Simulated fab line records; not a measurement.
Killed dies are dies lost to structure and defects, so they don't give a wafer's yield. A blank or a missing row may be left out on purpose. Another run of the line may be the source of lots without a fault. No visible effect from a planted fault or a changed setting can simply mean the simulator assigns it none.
A lot that was struck, set against a sound lot | flow n5Finfet | 15 steps out of a route of 1938
Sound: wafers L381.1, L381.3, L381.4. Struck: wafer L383.4; the same lot's L383.3 was not struck, so it is left out; see the end for the cause.
Per side, at each step with rows, come the tool, then ch with its chambers, and then its first start. Under that, the readings that differ: sound wafers | struck wafers | difference of the means | sigmas: that difference in standard deviations of wafers without a fault.
alike: same words and numbers on both sides, and readings whose means sit less than 2 such deviations apart. not compared: any withheld reading, any reading some wafer has no value for, any bound like >300 that may hide the same value, and any number with overlapping values for which the record gives no deviation.
A row with sigmas, a row that says differs or no value, or rows on one side alone: a step with any of these is where the two part. When numbers do not overlap yet have no deviation, they are printed without sigmas and do not part them. A reading missing from all wafers of one side parts the sides only when that side holds two or more wafers.

N5_DUMMY_GATE_ETCH_44: etches poly-Si in HBr/O2, stops on SiO2, target depth 127.5 nm.
  sound on rieSi-03 ch 0,1,2, day 4 15:53; struck on rieSi-05 ch 2, day 5 00:49
reading              | sound             | struck | difference | sigmas
throttleValvePct (%) | 19.01 18.83 18.31 | 18.24  | -0.48      | -2
  alike: HBr_flow_sccm, chamberPressureMTorr, drypumpMotorCurrentA, oesProductAu
  not compared: rfHoursCounterH
N5_DUMMY_GATE_CD_MEAS_24 targets a cd of 15 nm.
  sound: cdSem-02 at day 4 15:59; struck: cdSem-03 at day 5 00:56
  alike: cdNm
N5_DUMMY_GATE_ETCH_42: etches SiO2 in CHF3/O2, target depth 3.5 nm, time 31 s.
  sound on rieDiel-01 ch 1,2,3, day 4 16:02; struck on rieDiel-05 ch 1, day 5 01:01
  alike: chamberPressureMTorr, drypumpMotorCurrentA, mfcArSccm, oesProductAu, rfVppV, showerheadPlenumPTorr, throttleValvePct
  not compared: rfHoursCounterH
N5_DUMMY_GATE_STRIP_48: strips in N2/H2, time 20 s.
  sound on rieDiel-01 ch 1,2,3, day 4 16:05; struck on rieDiel-05 ch 1, day 5 01:04
  alike: chamberPressureMTorr, drypumpMotorCurrentA, oesProductAu, rfVppV, showerheadPlenumPTorr, throttleValvePct
  not compared: rfHoursCounterH
then, 5 steps without rows for these wafers: N5_DUMMY_GATE_PRECLEAN_33 (cleans in dHF, time 10 s); N5_DUMMY_GATE_PRECLEAN_25 (cleans in O3/DIW, time 45 s); N5_DUMMY_GATE_PRECLEAN_51 (cleans in SC2, time 45 s); N5_DUMMY_GATE_SRD_26 (time 30 s); N5_DUMMY_GATE_UV_OZONE_45 (time 120 s).
N5_DUMMY_GATE_INSPECT_27: inspects for defects (brightfield).
  sound: defectInspect-01 at day 4 16:17; struck: defectInspect-02 at day 5 01:15
  alike: rawDefectCount
N5_SPACER0_ALD_07: deposits SiNx, target thk 2 nm.
  sound on aldSin-02 ch 0,1,3, day 4 16:31; struck on aldSin-02 ch 0, day 5 01:52
  alike: chamberPressureTorr, heaterPowerW
N5_SPACER0_ALD_00: deposits SiOCN, target thk 3.5 nm, pulse time 3 s, purge time 2 s.
  sound on aldSin-02 ch 0,1,3, day 4 16:40; struck on aldSin-02 ch 0, day 5 02:01
  alike: chamberPressureTorr, heaterPowerW, precursorPulseHeightRel
N5_SPACER0_ALD_08: deposits SiNx, target thk 2 nm.
  sound on aldSin-02 ch 0,1,3, day 4 16:56; struck on aldSin-02 ch 0, day 5 02:17
reading                                 | sound | struck | difference | sigmas
model.SiNx_of_SPACER0_ALD_08.thkNm (nm) | 2 2 2 | 2.4    | +0.4       | 
  alike: chamberPressureTorr, heaterPowerW
N5_SPACER0_INSPECT_04: inspects for defects (darkfield).
  sound: defectInspect-02 at day 4 17:05; struck: defectInspect-02 at day 5 02:26
  alike: rawDefectCount
-- the record jumps here: 5 days lie between the struck wafers' starts before and after (it left off in module SPACER0 and takes up again in module BEOL_M4, whose first step shown is number 1111 of the route) --
N5_BEOL_M4_RC_MEAS_101:
  sound on prober-01 ch 0, day 10 04:55; struck on prober-01 ch 0, day 10 12:02
reading       | sound          | struck | difference | sigmas
DIBL_P (mV/V) | 36.4 34.2 33.9 | 39.4   | +4.6       | +2
  alike: DIBL_N, IOFF_N, IOFF_P, ION_N, ION_P, SS_N, SS_P, VT_N, VT_P

WHERE THEY PART
At N5_DUMMY_GATE_ETCH_44 first; at N5_BEOL_M4_RC_MEAS_101 last (within this record only).

WHY: what the simulator had put in
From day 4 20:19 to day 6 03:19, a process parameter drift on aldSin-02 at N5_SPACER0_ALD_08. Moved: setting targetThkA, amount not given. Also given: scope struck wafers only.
